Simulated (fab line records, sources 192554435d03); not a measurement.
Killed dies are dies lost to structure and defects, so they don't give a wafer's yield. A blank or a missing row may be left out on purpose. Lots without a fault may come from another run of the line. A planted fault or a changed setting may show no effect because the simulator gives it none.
Chamber matching | flow n5_finfet | N5_BEOL_M13_ETCH_38 on rie_diel-04: 4 sister chambers
The step etches SiCN in CF4/N2, target depth 67.5 nm, time 71.9 s. 4 wafers are shown with their chamber, then 8 later ones without.

WAFERS WITH THEIR CHAMBER
wafer  | chamber | showerhead_plenum_p_Torr (Torr)
L081.4 | 2       | 2.17
L082.4 | 3       | 2.17
L082.6 | 0       | 2.17
L085.1 | 1       | 2.28

WAFERS WITHOUT THEIR CHAMBER
wafer  | showerhead_plenum_p_Torr (Torr)
L085.3 | 2.17
L085.5 | 2.28
L091.2 | 2.16
L091.5 | 2.16
L091.6 | 2.27
L096.1 | 2.27
L096.4 | 2.17
L096.5 | 2.16

WHICH CHAMBER EACH WENT THROUGH
wafer  | from the rows above          | in truth
L085.3 | can't be placed: 0 or 2 or 3 | 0
L085.5 | 1                            | 1
L091.2 | can't be placed: 0 or 2 or 3 | 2
L091.5 | can't be placed: 0 or 2 or 3 | 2
L091.6 | 1                            | 1
L096.1 | 1                            | 1
L096.4 | can't be placed: 0 or 2 or 3 | 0
L096.5 | can't be placed: 0 or 2 or 3 | 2
Placed correctly: 3 of 8. Can't be placed from these rows: 5 (the true chamber is among the candidates in 5). Placed wrongly: 0.
How it was worked out, from the rows above alone: a wafer's distance from a chamber is the root of the sum, over the readings, of the square of ((its reading less the chamber's mean) divided by the reading's scatter). The wafer belongs to the nearest chamber; if the next one is less than 2 further off, it can't be placed. A chamber's mean is the mean of its shown wafers. The scatter: with one shown wafer a chamber, the root of the mean of the squares of how far each hidden wafer lies from its nearest shown one.
